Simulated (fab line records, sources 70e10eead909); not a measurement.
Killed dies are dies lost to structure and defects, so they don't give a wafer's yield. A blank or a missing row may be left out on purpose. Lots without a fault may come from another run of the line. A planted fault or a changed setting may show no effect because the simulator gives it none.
Which tool did it? | flow nand_harc | 6 lots, 18 wafers sampled, at 3 steps of a route of 1159

WHAT THE GAUGES READ, wafer by wafer
NHARC_P_GATE_CD_MEAS_59: target cd 720 nm.
lot  | measured     | on        | cd_nm (nm)
L972 | day 5 18:22  | cd_sem-01 | 722.5 721.1 721.0
L977 | day 6 13:04  | cd_sem-02 | 720.3 723.2 719.1
L982 | day 8 03:00  | cd_sem-03 | 719.2 720.2 719.8
L986 | day 9 08:26  | cd_sem-03 | 722.2 721.7 724.8
L989 | day 9 14:40  | cd_sem-01 | 720.2 717.7 720.2
L992 | day 10 16:52 | cd_sem-03 | 721.8 719.2 719.3

WHICH TOOL RAN EACH LOT (tool, then ch and the chambers of the sampled wafers, then the start)
lot  | NHARC_P_GATE_STRIP_111               | NHARC_P_GATE_EXPOSE_56
L972 | plasma_asher-02 ch 0,1, day 5 17:16  | krf_scanner-01 ch 0, day 5 18:13
L977 | plasma_asher-02 ch 0,1, day 6 11:50  | krf_scanner-04 ch 0, day 6 12:55
L982 | plasma_asher-02 ch 0,1, day 8 01:46  | krf_scanner-04 ch 0, day 8 02:51
L986 | plasma_asher-02 ch 0,1, day 9 07:12  | krf_scanner-04 ch 0, day 9 08:16
L989 | plasma_asher-01 ch 0,1, day 9 13:29  | krf_scanner-03 ch 0, day 9 14:31
L992 | plasma_asher-01 ch 0,1, day 10 15:39 | krf_scanner-04 ch 0, day 10 16:43
- NHARC_P_GATE_STRIP_111: strips in N2/H2, time 250 s.
- NHARC_P_GATE_EXPOSE_56: exposes mask P PSD, target cd 720 nm.

THE ANSWER, worked out from the rows above alone
Rule: what is usual is taken from the lots themselves. Put in order of their means at a reading, lots are off if they are a third of the lots or fewer, leave a main group of 4 or more, and stand apart from it by a gap of 3 or more times the standard deviation of the main group's means; of several such gaps the widest counts. A main group whose means are all the same, to the digits that the tables above print for the reading, isn't used. A lot without any number at a reading at which 4 lots or more have one is off too. The other lots that the step has rows for count as sound.
No lot is off at any reading shown: from this, nothing can be told.

WHAT THE SIMULATOR HAD PUT IN
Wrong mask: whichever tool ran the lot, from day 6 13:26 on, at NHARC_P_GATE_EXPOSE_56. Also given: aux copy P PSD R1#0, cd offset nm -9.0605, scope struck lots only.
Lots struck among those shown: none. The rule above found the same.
